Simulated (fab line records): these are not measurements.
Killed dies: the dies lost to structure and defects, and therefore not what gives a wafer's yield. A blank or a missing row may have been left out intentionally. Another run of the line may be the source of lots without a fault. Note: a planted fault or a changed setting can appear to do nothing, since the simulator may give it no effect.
Chamber matching    flow n5_finfet    N5_MOL_CONTACT_COAG_STRIP_98 on rie_diel-01 has 4 sister chambers
The step strips in N2/H2. 4 wafers are shown with their chamber, then 12 later ones without.

== WAFERS PAIRED WITH THEIR CHAMBERS ==
wafer   chamber  throttle_valve_pct (%)
L080.5  3        18.7
L084.5  2        19.5
L085.5  1        18.4
L085.6  0        19.6

== WAFERS WITH NO CHAMBER GIVEN ==
wafer   throttle_valve_pct (%)
L087.3  19.5
L087.5  19.6
L087.6  18.2
L089.1  19.7
L089.4  18.4
L089.6  19.7
L095.3  19.5
L095.5  18.5
L095.6  19.7
L096.1  19.5
L096.3  18.4
L096.5  19.5

== WHICH CHAMBER EACH WENT THROUGH ==
wafer    from the rows above       in truth
L087.3   can't be placed: 2 or 0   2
L087.5   can't be placed: 0 or 2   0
L087.6   1                         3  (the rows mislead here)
L089.1   can't be placed: 0 or 2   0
L089.4   1                         1
L089.6   can't be placed: 0 or 2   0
L095.3   can't be placed: 2 or 0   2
L095.5   can't be placed: 1 or 3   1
L095.6   can't be placed: 0 or 2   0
L096.1   can't be placed: 2 or 0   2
L096.3   1                         1
L096.5   can't be placed: 2 or 0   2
Placed correctly: 2 of 12. Not placeable from these rows: 9 (in 9, the candidates include the true chamber). 1 placed wrongly.
How it was worked out, from the rows above alone: a wafer's distance from a chamber is the root of the sum, over the readings, of the square of ((its reading less the chamber's mean) divided by the reading's scatter). If the next closest chamber is less than 2 further off than the closest, the wafer can't be placed; otherwise it belongs to the closest. For every chamber, the mean is computed from those of its wafers that are shown. The scatter (one wafer shown for each chamber): square how far every hidden wafer sits from the nearest shown wafer, average those squares and take the square root.
